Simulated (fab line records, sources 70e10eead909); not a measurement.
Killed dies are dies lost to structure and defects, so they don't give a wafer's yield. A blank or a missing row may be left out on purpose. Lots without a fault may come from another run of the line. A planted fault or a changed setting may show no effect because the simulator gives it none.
Chamber matching | flow nand_harc | NHARC_P_STI_ETCH_15 on rie_si-03: 4 sister chambers
The step etches the open film in HBr/Cl2, target depth 300 nm, time 100.1 s. 14 wafers are shown with their chamber, then 7 later ones without.

WAFERS WITH THEIR CHAMBER
wafer  | chamber | drypump_motor_current_A (A) | throttle_valve_pct (%) | oes_product_au (a.u.)
L560.1 | 2       | 5.9                         | 26.401                 | 1.006
L560.2 | 0       | 5.0                         | 26.408                 | 0.995
L560.3 | 1       | 6.6                         | 26.403                 | 0.995
L563.4 | 2       | 5.9                         | 26.406                 | 1.002
L563.5 | 1       | 6.6                         | 26.399                 | 0.992
L563.6 | 0       | 5.1                         | 26.406                 | 0.998
L566.1 | 2       | 5.9                         | 26.385                 | 0.999
L566.3 | 1       | 6.6                         | 26.421                 | 1.005
L566.4 | 3       | 5.8                         | 26.388                 | 1.002
L572.3 | 0       | 5.1                         | 26.404                 | 1.002
L572.4 | 1       | 6.6                         | 26.399                 | 0.998
L572.5 | 2       | 5.9                         | 26.400                 | 0.998
L574.1 | 3       | 5.8                         | 26.406                 | 0.994
L574.2 | 2       | 5.9                         | 26.412                 | 0.995

SIGNATURES (means of the wafers above)
reading                 | chamber 0 | chamber 1 | chamber 2 | chamber 3 | scatter within a chamber
drypump_motor_current_A | 5.067     | 6.600     | 5.900     | 5.800     | 0.0258
throttle_valve_pct      | 26.40600  | 26.40550  | 26.40080  | 26.39700  | 0.00951
oes_product_au          | 0.99833   | 0.99750   | 1.00000   | 0.99800   | 0.00469
Rule: a wafer's distance from a chamber is the root of the sum, over the readings, of the square of ((its reading less the chamber's mean) divided by the reading's scatter). The wafer belongs to the nearest chamber; if the next one is less than 2 further off, it can't be placed. The scatter: the root of (the sum of the squares of (reading less its chamber's mean) over the shown wafers, divided by (wafers less chambers)).

WAFERS WITHOUT THEIR CHAMBER
wafer  | drypump_motor_current_A (A) | throttle_valve_pct (%) | oes_product_au (a.u.)
L574.4 | 5.0                         | 26.404                 | 0.989
L577.2 | 5.1                         | 26.387                 | 1.001
L577.3 | 5.9                         | 26.411                 | 1.012
L577.4 | 5.8                         | 26.401                 | 0.987
L580.1 | 5.1                         | 26.402                 | 0.988
L580.2 | 5.9                         | 26.390                 | 0.985
L580.3 | 6.6                         | 26.394                 | 0.991

WHICH CHAMBER EACH WENT THROUGH
wafer  | from the rows above     | in truth
L574.4 | 0                       | 0
L577.2 | 0                       | 0
L577.3 | 2                       | 2
L577.4 | 3                       | 3
L580.1 | 0                       | 0
L580.2 | can't be placed: 2 or 3 | 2
L580.3 | 1                       | 1
Placed correctly: 6 of 7. Can't be placed from these rows: 1 (the true chamber is among the candidates in 1). Placed wrongly: 0.
